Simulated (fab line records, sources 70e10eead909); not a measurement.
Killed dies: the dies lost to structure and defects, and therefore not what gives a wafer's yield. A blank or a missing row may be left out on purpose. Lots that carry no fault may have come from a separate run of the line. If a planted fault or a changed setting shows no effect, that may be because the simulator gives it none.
fab line records :: flow nand-harc
record
  lots=12
  wafers=36
  last-day=33
route steps=1302 shown P_M1@301 P_M2@333 END@1302
lots that met no fault: taken from a fault-free run of the same line
start-h: hours from the record's opening day to when the first of the lot's shown wafers began :: wait-h: hours since the lot's step before :: " repeats the value in the row above :: L1.1+2: one row covering several wafers at once :: - no value, or no start given :: * or withheld: withheld :: < > ~ a bound
route shown NAME@n: names a module that has steps shown in the file, with the first one's number in the route :: usual: the fault-free wafers' mean and standard deviation :: same: alike in all rows :: chamber/n: place in a boat :: sites: readings site by site :: _std_site: their standard deviation :: _edge_site: inner sites' mean taken away from outer sites' mean :: radius-mm: for every site, how far away it sits from the centre of the wafer :: mask NAME#n: copy n :: behind: tool/chamber where the wafer was last shaped :: hold: the reason the lot was held/the length of the hold in hours/how it ended :: device: whichever transistor did not switch (one of n, p or np) :: end of line: the route-end tests of the same wafers :: where a step has no rows: the recipe by itself :: killed: not the wafer's yield, but the dies lost to structure and defects at the first sort :: map: shows each die of a wafer: x if killed, . if not, _ if none is there
set.NAME: the setting the step ran with; set.NAME@STEP: the setting that earlier step ran with :: model.NAME: the simulator's own value behind a step, which no gauge read
route steps across a sampled set of lots; one table per step, one row per wafer
services: a tool's chamber out of use, with start hour (start-h, from the record's first day; less than 0 if before it), hours out, and reason
## steps
# step NHARC_P_M1_CD_MEAS_16
# usual
  cd-nm=129.7/0.6
lot.wafer: L548.1
tool: cd-sem-03
chamber: -
start-h: 140.11
wait-h: -
cd-nm: 129.9

lot.wafer: L548.5
tool: cd-sem-03
chamber: -
start-h: 140.11
wait-h: -
cd-nm: 130.1

lot.wafer: L548.6
tool: cd-sem-03
chamber: -
start-h: 140.11
wait-h: -
cd-nm: 129.3

lot.wafer: L549.1
tool: cd-sem-02
chamber: -
start-h: 144.12
wait-h: -
cd-nm: 129.2

lot.wafer: L549.2
tool: cd-sem-02
chamber: -
start-h: 144.12
wait-h: -
cd-nm: 129.0

lot.wafer: L549.3
tool: cd-sem-02
chamber: -
start-h: 144.12
wait-h: -
cd-nm: 129.9

lot.wafer: L550.2
tool: cd-sem-01
chamber: -
start-h: 157.53
wait-h: -
cd-nm: 129.8

lot.wafer: L550.3
tool: cd-sem-01
chamber: -
start-h: 157.53
wait-h: -
cd-nm: 130.6

lot.wafer: L550.4
tool: cd-sem-01
chamber: -
start-h: 157.53
wait-h: -
cd-nm: 129.5

lot.wafer: L551.1
tool: cd-sem-03
chamber: -
start-h: 168.45
wait-h: -
cd-nm: 129.6

lot.wafer: L551.2
tool: cd-sem-03
chamber: -
start-h: 168.45
wait-h: -
cd-nm: 129.1

lot.wafer: L551.6
tool: cd-sem-03
chamber: -
start-h: 168.45
wait-h: -
cd-nm: 129.7

lot.wafer: L553.1
tool: cd-sem-01
chamber: -
start-h: 186.36
wait-h: -
cd-nm: 129.1

lot.wafer: L553.2
tool: cd-sem-01
chamber: -
start-h: 186.36
wait-h: -
cd-nm: 129.9

lot.wafer: L553.4
tool: cd-sem-01
chamber: -
start-h: 186.36
wait-h: -
cd-nm: 129.5

lot.wafer: L561.4
tool: cd-sem-03
chamber: -
start-h: 271.27
wait-h: -
cd-nm: 128.8

lot.wafer: L561.5
tool: cd-sem-03
chamber: -
start-h: 271.27
wait-h: -
cd-nm: 129.8

lot.wafer: L561.6
tool: cd-sem-03
chamber: -
start-h: 271.27
wait-h: -
cd-nm: 128.8

lot.wafer: L563.2
tool: cd-sem-03
chamber: -
start-h: 286.23
wait-h: -
cd-nm: 129.5

lot.wafer: L563.3
tool: cd-sem-03
chamber: -
start-h: 286.23
wait-h: -
cd-nm: 129.1

lot.wafer: L563.6
tool: cd-sem-03
chamber: -
start-h: 286.23
wait-h: -
cd-nm: 129.0

lot.wafer: L565.2
tool: cd-sem-02
chamber: -
start-h: 299.26
wait-h: -
cd-nm: 129.7

lot.wafer: L565.3
tool: cd-sem-02
chamber: -
start-h: 299.26
wait-h: -
cd-nm: 129.9

lot.wafer: L565.4
tool: cd-sem-02
chamber: -
start-h: 299.26
wait-h: -
cd-nm: 130.2

lot.wafer: L564.1
tool: cd-sem-02
chamber: -
start-h: 300.53
wait-h: -
cd-nm: 129.7

lot.wafer: L564.4
tool: cd-sem-02
chamber: -
start-h: 300.53
wait-h: -
cd-nm: 130.5

lot.wafer: L564.5
tool: cd-sem-02
chamber: -
start-h: 300.53
wait-h: -
cd-nm: 130.1

lot.wafer: L567.1
tool: cd-sem-01
chamber: -
start-h: 328.80
wait-h: -
cd-nm: 129.8

lot.wafer: L567.5
tool: cd-sem-01
chamber: -
start-h: 328.80
wait-h: -
cd-nm: 130.3

lot.wafer: L567.6
tool: cd-sem-01
chamber: -
start-h: 328.80
wait-h: -
cd-nm: 129.8

lot.wafer: L568.1
tool: cd-sem-03
chamber: -
start-h: 332.00
wait-h: -
cd-nm: 129.0

lot.wafer: L568.4
tool: cd-sem-03
chamber: -
start-h: 332.00
wait-h: -
cd-nm: 129.4

lot.wafer: L568.6
tool: cd-sem-03
chamber: -
start-h: 332.00
wait-h: -
cd-nm: 129.2

lot.wafer: L570.2
tool: cd-sem-03
chamber: -
start-h: 359.57
wait-h: -
cd-nm: 129.5

lot.wafer: L570.4
tool: cd-sem-03
chamber: -
start-h: 359.57
wait-h: -
cd-nm: 129.0

lot.wafer: L570.6
tool: cd-sem-03
chamber: -
start-h: 359.57
wait-h: -
cd-nm: 129.0
# step NHARC_P_M1_ANNEAL_31
# recipe
  temp-c=225
  time-s=90
# usual
  wafer_temp_C_max=226.11/0.26
lot.wafer: L548.1
tool: rtp-anneal-01
chamber: 0
start-h: 141.56
wait-h: 0.3
wafer_temp_C_max: 226.03

lot.wafer: L548.5
tool: rtp-anneal-01
chamber: 0
start-h: 141.56
wait-h: 0.3
wafer_temp_C_max: 225.91

lot.wafer: L548.6
tool: rtp-anneal-01
chamber: 0
start-h: 141.56
wait-h: 0.3
wafer_temp_C_max: 225.93

lot.wafer: L549.1
tool: rtp-anneal-02
chamber: 0
start-h: 145.57
wait-h: 0.3
wafer_temp_C_max: 225.81

lot.wafer: L549.2
tool: rtp-anneal-02
chamber: 0
start-h: 145.57
wait-h: 0.3
wafer_temp_C_max: 226.04

lot.wafer: L549.3
tool: rtp-anneal-02
chamber: 0
start-h: 145.57
wait-h: 0.3
wafer_temp_C_max: 225.96

lot.wafer: L550.2
tool: rtp-anneal-01
chamber: 0
start-h: 159.56
wait-h: -
wafer_temp_C_max: 225.76

lot.wafer: L550.3
tool: rtp-anneal-01
chamber: 0
start-h: 159.56
wait-h: -
wafer_temp_C_max: 226.03

lot.wafer: L550.4
tool: rtp-anneal-01
chamber: 0
start-h: 159.56
wait-h: -
wafer_temp_C_max: 226.24

lot.wafer: L551.1
tool: rtp-anneal-02
chamber: 0
start-h: 169.91
wait-h: -
wafer_temp_C_max: 226.05

lot.wafer: L551.2
tool: rtp-anneal-02
chamber: 0
start-h: 169.91
wait-h: -
wafer_temp_C_max: 226.26

lot.wafer: L551.6
tool: rtp-anneal-02
chamber: 0
start-h: 169.91
wait-h: -
wafer_temp_C_max: 225.98

lot.wafer: L553.1
tool: rtp-anneal-01
chamber: 0
start-h: 187.84
wait-h: 0.3
wafer_temp_C_max: 225.58

lot.wafer: L553.2
tool: rtp-anneal-01
chamber: 0
start-h: 187.84
wait-h: 0.3
wafer_temp_C_max: 225.93

lot.wafer: L553.4
tool: rtp-anneal-01
chamber: 0
start-h: 187.84
wait-h: 0.3
wafer_temp_C_max: 226.06

lot.wafer: L561.4
tool: rtp-anneal-01
chamber: 0
start-h: 272.87
wait-h: 0.3
wafer_temp_C_max: 226.15

lot.wafer: L561.5
tool: rtp-anneal-01
chamber: 0
start-h: 272.87
wait-h: 0.3
wafer_temp_C_max: 225.90

lot.wafer: L561.6
tool: rtp-anneal-01
chamber: 0
start-h: 272.87
wait-h: 0.3
wafer_temp_C_max: 226.03

lot.wafer: L563.2
tool: rtp-anneal-02
chamber: 0
start-h: 287.73
wait-h: 0.3
wafer_temp_C_max: 225.87

lot.wafer: L563.3
tool: rtp-anneal-02
chamber: 0
start-h: 287.73
wait-h: 0.3
wafer_temp_C_max: 226.38

lot.wafer: L563.6
tool: rtp-anneal-02
chamber: 0
start-h: 287.73
wait-h: 0.3
wafer_temp_C_max: 226.25

lot.wafer: L565.2
tool: rtp-anneal-02
chamber: 0
start-h: 300.77
wait-h: 0.3
wafer_temp_C_max: 226.13

lot.wafer: L565.3
tool: rtp-anneal-02
chamber: 0
start-h: 300.77
wait-h: 0.3
wafer_temp_C_max: 225.87

lot.wafer: L565.4
tool: rtp-anneal-02
chamber: 0
start-h: 300.77
wait-h: 0.3
wafer_temp_C_max: 226.04

lot.wafer: L564.1
tool: rtp-anneal-02
chamber: 0
start-h: 301.99
wait-h: 0.3
wafer_temp_C_max: 226.07

lot.wafer: L564.4
tool: rtp-anneal-02
chamber: 0
start-h: 301.99
wait-h: 0.3
wafer_temp_C_max: 226.04

lot.wafer: L564.5
tool: rtp-anneal-02
chamber: 0
start-h: 301.99
wait-h: 0.3
wafer_temp_C_max: 225.69

lot.wafer: L567.1
tool: rtp-anneal-02
chamber: 0
start-h: 330.25
wait-h: -
wafer_temp_C_max: 226.30

lot.wafer: L567.5
tool: rtp-anneal-02
chamber: 0
start-h: 330.25
wait-h: -
wafer_temp_C_max: 226.05

lot.wafer: L567.6
tool: rtp-anneal-02
chamber: 0
start-h: 330.25
wait-h: -
wafer_temp_C_max: 226.37

lot.wafer: L568.1
tool: rtp-anneal-02
chamber: 0
start-h: 333.48
wait-h: -
wafer_temp_C_max: 225.96

lot.wafer: L568.4
tool: rtp-anneal-02
chamber: 0
start-h: 333.48
wait-h: -
wafer_temp_C_max: 226.10

lot.wafer: L568.6
tool: rtp-anneal-02
chamber: 0
start-h: 333.48
wait-h: -
wafer_temp_C_max: 225.93

lot.wafer: L570.2
tool: rtp-anneal-01
chamber: 0
start-h: 361.10
wait-h: 0.4
wafer_temp_C_max: 226.10

lot.wafer: L570.4
tool: rtp-anneal-01
chamber: 0
start-h: 361.10
wait-h: 0.4
wafer_temp_C_max: 226.29

lot.wafer: L570.6
tool: rtp-anneal-01
chamber: 0
start-h: 361.10
wait-h: 0.4
wafer_temp_C_max: 226.36
# step NHARC_P_M2_ETCH_15
# recipe
  target-depth-a=1825
  time-s=91.2
  c4f8-flow-sccm=withheld
  ar-flow-sccm=400
  rf-w=600
  bias-w=300
  chemistry=C4F8/Ar
# usual
  oes-product-au=0.946/0.021
  rf-vpp-V=441.2/2.6
  run-length-s=112.4/0.37
lot.wafer: L548.1
tool: rie-diel-08
chamber: 2
start-h: 144.10
wait-h: -
oes-product-au: 0.928
rf-hours-counter-h: 5
rf-vpp-V: 441.5
run-length-s: 112.7

lot.wafer: L548.6
tool: rie-diel-08
chamber: 3
start-h: 144.10
wait-h: -
oes-product-au: 0.926
rf-hours-counter-h: -
rf-vpp-V: 443.1
run-length-s: 112.3

lot.wafer: L548.5
tool: rie-diel-08
chamber: 0
start-h: 144.10
wait-h: -
oes-product-au: 0.918
rf-hours-counter-h: -
rf-vpp-V: 439.7
run-length-s: 112.0

lot.wafer: L549.1
tool: rie-diel-08
chamber: 1
start-h: 148.12
wait-h: -
oes-product-au: 0.926
rf-hours-counter-h: 6
rf-vpp-V: 439.3
run-length-s: 112.9

lot.wafer: L549.3
tool: rie-diel-08
chamber: 3
start-h: 148.12
wait-h: -
oes-product-au: 0.931
rf-hours-counter-h: 7
rf-vpp-V: 444.9
run-length-s: 112.6

lot.wafer: L549.2
tool: rie-diel-08
chamber: 0
start-h: 148.12
wait-h: -
oes-product-au: 0.931
rf-hours-counter-h: 6
rf-vpp-V: 437.8
run-length-s: 111.9

lot.wafer: L550.3
tool: rie-diel-08
chamber: 2
start-h: 162.09
wait-h: -
oes-product-au: 0.937
rf-hours-counter-h: 6
rf-vpp-V: 442.1
run-length-s: 112.7

lot.wafer: L550.2
tool: rie-diel-08
chamber: 3
start-h: 162.09
wait-h: -
oes-product-au: 0.925
rf-hours-counter-h: 7
rf-vpp-V: 446.2
run-length-s: 112.3

lot.wafer: L550.4
tool: rie-diel-08
chamber: 0
start-h: 162.09
wait-h: -
oes-product-au: 0.924
rf-hours-counter-h: 7
rf-vpp-V: 438.0
run-length-s: 105.3

lot.wafer: L551.2
tool: rie-diel-09
chamber: 3
start-h: 172.37
wait-h: -
oes-product-au: 0.938
rf-hours-counter-h: 2
rf-vpp-V: 442.5
run-length-s: 112.6

lot.wafer: L551.1
tool: rie-diel-09
chamber: 1
start-h: 172.37
wait-h: -
oes-product-au: 0.922
rf-hours-counter-h: 2
rf-vpp-V: 439.5
run-length-s: 112.2

lot.wafer: L551.6
tool: rie-diel-09
chamber: 2
start-h: 172.37
wait-h: -
oes-product-au: 0.928
rf-hours-counter-h: -
rf-vpp-V: 438.3
run-length-s: 112.6

lot.wafer: L553.2
tool: rie-diel-08
chamber: 1
start-h: 190.70
wait-h: -
oes-product-au: 0.973
rf-hours-counter-h: 8
rf-vpp-V: 438.9
run-length-s: 112.4

lot.wafer: L553.1
tool: rie-diel-08
chamber: 2
start-h: 190.70
wait-h: -
oes-product-au: 0.964
rf-hours-counter-h: 7
rf-vpp-V: 442.2
run-length-s: 112.9

lot.wafer: L553.4
tool: rie-diel-08
chamber: 0
start-h: 190.70
wait-h: -
oes-product-au: 0.982
rf-hours-counter-h: 8
rf-vpp-V: 438.9
run-length-s: 105.4

lot.wafer: L561.4
tool: rie-diel-09
chamber: 2
start-h: 275.27
wait-h: -
oes-product-au: 0.939
rf-hours-counter-h: 11
rf-vpp-V: 437.9
run-length-s: 112.2

lot.wafer: L561.5
tool: rie-diel-09
chamber: 0
start-h: 275.27
wait-h: -
oes-product-au: 0.934
rf-hours-counter-h: -
rf-vpp-V: 444.6
run-length-s: 111.9

lot.wafer: L561.6
tool: rie-diel-09
chamber: 1
start-h: 275.27
wait-h: -
oes-product-au: 0.924
rf-hours-counter-h: -
rf-vpp-V: 440.2
run-length-s: 112.5

lot.wafer: L563.3
tool: rie-diel-08
chamber: 1
start-h: 290.25
wait-h: -
oes-product-au: 0.954
rf-hours-counter-h: 4
rf-vpp-V: 438.2
run-length-s: 112.6

lot.wafer: L563.2
tool: rie-diel-08
chamber: 3
start-h: 290.25
wait-h: -
oes-product-au: 0.978
rf-hours-counter-h: 4
rf-vpp-V: 444.1
run-length-s: 112.5

lot.wafer: L563.6
tool: rie-diel-08
chamber: 1
start-h: 290.25
wait-h: -
oes-product-au: 0.953
rf-hours-counter-h: -
rf-vpp-V: 439.8
run-length-s: 112.7

lot.wafer: L565.2
tool: rie-diel-09
chamber: 0
start-h: 303.26
wait-h: -
oes-product-au: 0.926
rf-hours-counter-h: 13
rf-vpp-V: 444.0
run-length-s: 111.7

lot.wafer: L565.3
tool: rie-diel-09
chamber: 1
start-h: 303.26
wait-h: -
oes-product-au: 0.932
rf-hours-counter-h: 13
rf-vpp-V: 440.2
run-length-s: 112.4

lot.wafer: L565.4
tool: rie-diel-09
chamber: 3
start-h: 303.26
wait-h: -
oes-product-au: 0.938
rf-hours-counter-h: 12
rf-vpp-V: 442.5
run-length-s: 112.1

lot.wafer: L564.4
tool: rie-diel-08
chamber: 3
start-h: 304.57
wait-h: -
oes-product-au: 0.951
rf-hours-counter-h: 4
rf-vpp-V: 445.4
run-length-s: 112.5

lot.wafer: L564.1
tool: rie-diel-08
chamber: 0
start-h: 304.57
wait-h: -
oes-product-au: 0.965
rf-hours-counter-h: 4
rf-vpp-V: 439.3
run-length-s: 111.9

lot.wafer: L564.5
tool: rie-diel-08
chamber: 1
start-h: 304.57
wait-h: -
oes-product-au: 0.956
rf-hours-counter-h: -
rf-vpp-V: 437.6
run-length-s: 112.5

lot.wafer: L567.1
tool: rie-diel-08
chamber: 3
start-h: 332.80
wait-h: -
oes-product-au: 0.928
rf-hours-counter-h: 6
rf-vpp-V: 445.2
run-length-s: 112.3

lot.wafer: L567.6
tool: rie-diel-08
chamber: 2
start-h: 332.80
wait-h: -
oes-product-au: 0.930
rf-hours-counter-h: -
rf-vpp-V: 441.0
run-length-s: 112.9

lot.wafer: L567.5
tool: rie-diel-08
chamber: 3
start-h: 332.80
wait-h: -
oes-product-au: 0.926
rf-hours-counter-h: -
rf-vpp-V: 444.1
run-length-s: 112.9

lot.wafer: L568.1
tool: rie-diel-08
chamber: 2
start-h: 336.06
wait-h: -
oes-product-au: 0.963
rf-hours-counter-h: 6
rf-vpp-V: 442.0
run-length-s: 112.6

lot.wafer: L568.4
tool: rie-diel-08
chamber: 3
start-h: 336.06
wait-h: -
oes-product-au: 0.956
rf-hours-counter-h: 6
rf-vpp-V: 445.1
run-length-s: 113.2

lot.wafer: L568.6
tool: rie-diel-08
chamber: 2
start-h: 336.06
wait-h: -
oes-product-au: 0.957
rf-hours-counter-h: -
rf-vpp-V: 441.4
run-length-s: 112.7

lot.wafer: L570.4
tool: rie-diel-08
chamber: 3
start-h: 363.63
wait-h: -
oes-product-au: 0.963
rf-hours-counter-h: 8
rf-vpp-V: 445.6
run-length-s: 112.7

lot.wafer: L570.2
tool: rie-diel-08
chamber: 0
start-h: 363.63
wait-h: -
oes-product-au: 0.987
rf-hours-counter-h: 8
rf-vpp-V: 438.7
run-length-s: 112.5

lot.wafer: L570.6
tool: rie-diel-08
chamber: 1
start-h: 363.63
wait-h: -
oes-product-au: 0.975
rf-hours-counter-h: -
rf-vpp-V: 439.3
run-length-s: 113.2
# step NHARC_P_M2_DEGAS_29
# recipe
  temp-c=250
  time-s=60
# usual
  heater-power-w=339/30
lot.wafer: L548.1
tool: pvd-sputter-03
chamber: -
start-h: 144.94
wait-h: -
heater-power-w: 305

lot.wafer: L548.5
tool: pvd-sputter-03
chamber: -
start-h: 144.94
wait-h: -
heater-power-w: 311

lot.wafer: L548.6
tool: pvd-sputter-03
chamber: -
start-h: 144.94
wait-h: -
heater-power-w: 348

lot.wafer: L549.3
tool: pvd-sputter-02
chamber: -
start-h: 148.96
wait-h: -
heater-power-w: 347

lot.wafer: L549.1
tool: pvd-sputter-02
chamber: -
start-h: 148.96
wait-h: -
heater-power-w: 321

lot.wafer: L549.2
tool: pvd-sputter-02
chamber: -
start-h: 148.96
wait-h: -
heater-power-w: 399

lot.wafer: L550.3
tool: pvd-sputter-01
chamber: -
start-h: 162.93
wait-h: -
heater-power-w: 394

lot.wafer: L550.2
tool: pvd-sputter-01
chamber: -
start-h: 162.93
wait-h: -
heater-power-w: 330

lot.wafer: L550.4
tool: pvd-sputter-01
chamber: -
start-h: 162.93
wait-h: -
heater-power-w: 348

lot.wafer: L551.2
tool: pvd-sputter-02
chamber: -
start-h: 173.20
wait-h: -
heater-power-w: 310

lot.wafer: L551.1
tool: pvd-sputter-02
chamber: -
start-h: 173.20
wait-h: -
heater-power-w: 335

lot.wafer: L551.6
tool: pvd-sputter-02
chamber: -
start-h: 173.20
wait-h: -
heater-power-w: 314

lot.wafer: L553.1
tool: pvd-sputter-01
chamber: -
start-h: 191.56
wait-h: -
heater-power-w: 348

lot.wafer: L553.2
tool: pvd-sputter-01
chamber: -
start-h: 191.56
wait-h: -
heater-power-w: 349

lot.wafer: L553.4
tool: pvd-sputter-01
chamber: -
start-h: 191.56
wait-h: -
heater-power-w: 358

lot.wafer: L561.4
tool: pvd-sputter-02
chamber: -
start-h: 276.11
wait-h: -
heater-power-w: 311

lot.wafer: L561.6
tool: pvd-sputter-02
chamber: -
start-h: 276.11
wait-h: -
heater-power-w: 341

lot.wafer: L561.5
tool: pvd-sputter-02
chamber: -
start-h: 276.11
wait-h: -
heater-power-w: 305

lot.wafer: L563.2
tool: pvd-sputter-03
chamber: -
start-h: 291.11
wait-h: -
heater-power-w: 345

lot.wafer: L563.3
tool: pvd-sputter-03
chamber: -
start-h: 291.11
wait-h: -
heater-power-w: 309

lot.wafer: L563.6
tool: pvd-sputter-03
chamber: -
start-h: 291.11
wait-h: -
heater-power-w: 353

lot.wafer: L565.2
tool: pvd-sputter-03
chamber: -
start-h: 304.10
wait-h: -
heater-power-w: 308

lot.wafer: L565.4
tool: pvd-sputter-03
chamber: -
start-h: 304.10
wait-h: -
heater-power-w: 347

lot.wafer: L565.3
tool: pvd-sputter-03
chamber: -
start-h: 304.10
wait-h: -
heater-power-w: 288

lot.wafer: L564.1
tool: pvd-sputter-03
chamber: -
start-h: 305.40
wait-h: -
heater-power-w: 307

lot.wafer: L564.4
tool: pvd-sputter-03
chamber: -
start-h: 305.40
wait-h: -
heater-power-w: 299

lot.wafer: L564.5
tool: pvd-sputter-03
chamber: -
start-h: 305.40
wait-h: -
heater-power-w: 345

lot.wafer: L567.1
tool: pvd-sputter-03
chamber: -
start-h: 333.65
wait-h: -
heater-power-w: 296

lot.wafer: L567.6
tool: pvd-sputter-03
chamber: -
start-h: 333.65
wait-h: -
heater-power-w: 295

lot.wafer: L567.5
tool: pvd-sputter-03
chamber: -
start-h: 333.65
wait-h: -
heater-power-w: 299

lot.wafer: L568.4
tool: pvd-sputter-01
chamber: -
start-h: 336.90
wait-h: -
heater-power-w: 365

lot.wafer: L568.1
tool: pvd-sputter-01
chamber: -
start-h: 336.90
wait-h: -
heater-power-w: 393

lot.wafer: L568.6
tool: pvd-sputter-01
chamber: -
start-h: 336.90
wait-h: -
heater-power-w: 364

lot.wafer: L570.2
tool: pvd-sputter-01
chamber: -
start-h: 364.47
wait-h: -
heater-power-w: 379

lot.wafer: L570.4
tool: pvd-sputter-01
chamber: -
start-h: 364.47
wait-h: -
heater-power-w: 359

lot.wafer: L570.6
tool: pvd-sputter-01
chamber: -
start-h: 364.47
wait-h: -
heater-power-w: 390
# step NHARC_END_SORT_01
# recipe
  temp-c=25
# usual
  defect-limited-yield=91.1/2.8
  killed-at-array=56/19
  killed-at-other=1.0/1.5
  killed-at-periphery=3.4/2.4
  killed-dies=60/19
  killed-open=3.3/1.8
  killed-short=2.4/1.7
  sort_bin_2_pct=3.2/1.3
  sort_bin_3_pct=0.7/0.39
  sort_bin_4_pct=4.9/1.6
  sort-n-pass=617/19
  sort-rim-yield-pct=89/4.2
  sort-yield-pct=91.1/2.8
# same
  gross-dies=677
  sort_bin_5_pct[%]=0
  sort_bin_6_pct[%]=0
  sort_bin_7_pct[%]=0
  sort_bin_8_pct[%]=0
  sort-rim-n-gross=106.00
lot.wafer: L553.1
tool: prober-02
chamber: 0
start-h: 631.70
wait-h: 2.5
defect-limited-yield[%]: 92.0
killed-at-array: 45
killed-at-other: 3
killed-at-periphery: 6
killed-dies: 54
killed-open: 5
killed-short: 3
sort_bin_2_pct[%]: 1.9
sort_bin_3_pct[%]: 0.6
sort_bin_4_pct[%]: 5.5
sort-n-pass: 623
sort-rim-yield-pct[%]: 87
sort-yield-pct[%]: 92.0

lot.wafer: L553.2
tool: prober-02
chamber: 0
start-h: 632.49
wait-h: 2.8
defect-limited-yield[%]: 93.5
killed-at-array: 36
killed-at-other: 1
killed-at-periphery: 7
killed-dies: 44
killed-open: 2
killed-short: 1
sort_bin_2_pct[%]: 1.9
sort_bin_3_pct[%]: 0
sort_bin_4_pct[%]: 4.6
sort-n-pass: 633
sort-rim-yield-pct[%]: 90
sort-yield-pct[%]: 93.5

lot.wafer: L553.4
tool: prober-02
chamber: 0
start-h: 634.06
wait-h: 3.4
defect-limited-yield[%]: 93.6
killed-at-array: 39
killed-at-other: 2
killed-at-periphery: 2
killed-dies: 43
killed-open: 2
killed-short: 1
sort_bin_2_pct[%]: 1.3
sort_bin_3_pct[%]: 0.7
sort_bin_4_pct[%]: 4.3
sort-n-pass: 634
sort-rim-yield-pct[%]: 91
sort-yield-pct[%]: 93.6
# killed by level:class
L553.1 A_SLIT:chamber-film-flake=24 A_CHANNEL_HOLE_D1:chamber-film-flake=3 A_CHANNEL_HOLE_D2:chamber-film-flake=3 THIN_TSV:chamber-film-flake=3 P_GATE:chamber-film-flake=2 A_STAIRCASE:chamber-film-flake=2 A_WL_FILL:chamber-film-flake=2 A_CONTACT:chamber-film-flake=2
L553.2 A_SLIT:chamber-film-flake=20 A_CHANNEL_HOLE_D1:chamber-film-flake=5 A_CHANNEL_HOLE_D2:chamber-film-flake=4 P_GATE:chamber-film-flake=3 P_ZERO_WELL:chamber-film-flake=2 P_M1:geometric-particle:open=1 A_M0:geometric-particle:short=1 A_M0:geometric-particle:open=1
L553.4 A_SLIT:chamber-film-flake=21 A_CHANNEL_HOLE_D1:chamber-film-flake=4 A_DECK1_JOINT:chamber-film-flake=3 A_CHANNEL_HOLE_D2:chamber-film-flake=3 P_ZERO_WELL:chamber-film-flake=2 A_BONDPAD:chamber-film-flake=2 THIN_TSV:chamber-film-flake=2 A_ONON_D1:geometric-particle:short=1
## services
tool: rie-diel-08
chamber: 0
start-h: 120.89
hours: -
kind: clean

tool: rie-diel-08
chamber: 1
start-h: 120.89
hours: -
kind: clean

tool: rie-diel-08
chamber: 2
start-h: 120.89
hours: -
kind: clean

tool: rie-diel-08
chamber: 2
start-h: 121.62
hours: 17.2
kind: repair

tool: rie-diel-09
chamber: 1
start-h: 127.52
hours: 2.6
kind: repair

tool: pvd-sputter-01
chamber: -
start-h: 135.43
hours: 3.0
kind: repair

tool: rie-diel-09
chamber: -
start-h: 143.10
hours: 9.0
kind: pm

tool: rie-diel-08
chamber: 3
start-h: 165.07
hours: 2.4
kind: repair

tool: pvd-sputter-03
chamber: -
start-h: 170.00
hours: 10.0
kind: pm

tool: rie-diel-08
chamber: 2
start-h: 171.39
hours: 3.1
kind: repair

tool: rie-diel-08
chamber: -
start-h: 190.88
hours: 9.0
kind: pm

tool: rie-diel-08
chamber: -
start-h: 203.60
hours: 4.1
kind: repair

tool: rie-diel-09
chamber: -
start-h: 209.94
hours: 1.5
kind: repair

tool: pvd-sputter-01
chamber: -
start-h: 235.39
hours: 10.0
kind: pm

tool: rie-diel-08
chamber: 0
start-h: 243.24
hours: 6.7
kind: repair

tool: pvd-sputter-03
chamber: -
start-h: 280.02
hours: 3.6
kind: repair

tool: pvd-sputter-02
chamber: -
start-h: 282.00
hours: 10.0
kind: pm

tool: pvd-sputter-01
chamber: -
start-h: 303.20
hours: 2.5
kind: repair

tool: pvd-sputter-02
chamber: -
start-h: 304.60
hours: 3.6
kind: repair

tool: rie-diel-09
chamber: -
start-h: 320.10
hours: 9.0
kind: pm

tool: pvd-sputter-03
chamber: -
start-h: 347.13
hours: 1.3
kind: repair

tool: pvd-sputter-03
chamber: -
start-h: 348.45
hours: 10.0
kind: pm

tool: pvd-sputter-01
chamber: -
start-h: 348.81
hours: 9.2
kind: repair

tool: pvd-sputter-02
chamber: -
start-h: 364.03
hours: 1.3
kind: repair
## key
first-sign
  step=NHARC_P_M2_ETCH_15
  reading=run-length-s
  direction=down
  sigmas=19
  usual=*
  struck=*
effect none on later readings
met-at NHARC_P_M2_ETCH_15
struck-lots L550,L553
struck-wafers L550.4,L553.4
not-acting-at NHARC_P_M1_CD_MEAS_16,NHARC_P_M1_ANNEAL_31,NHARC_P_M2_DEGAS_29
onset-between 148.12 162.09
fault
  kind=process-parameter-drift
  tool=rie-diel-08
  chamber=0
  onset-h=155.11
  steps=NHARC_P_M2_ETCH_15
  channel=time-s
  offset=*
  shape=step
  end-h=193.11
  acts-in=*
  stated=*
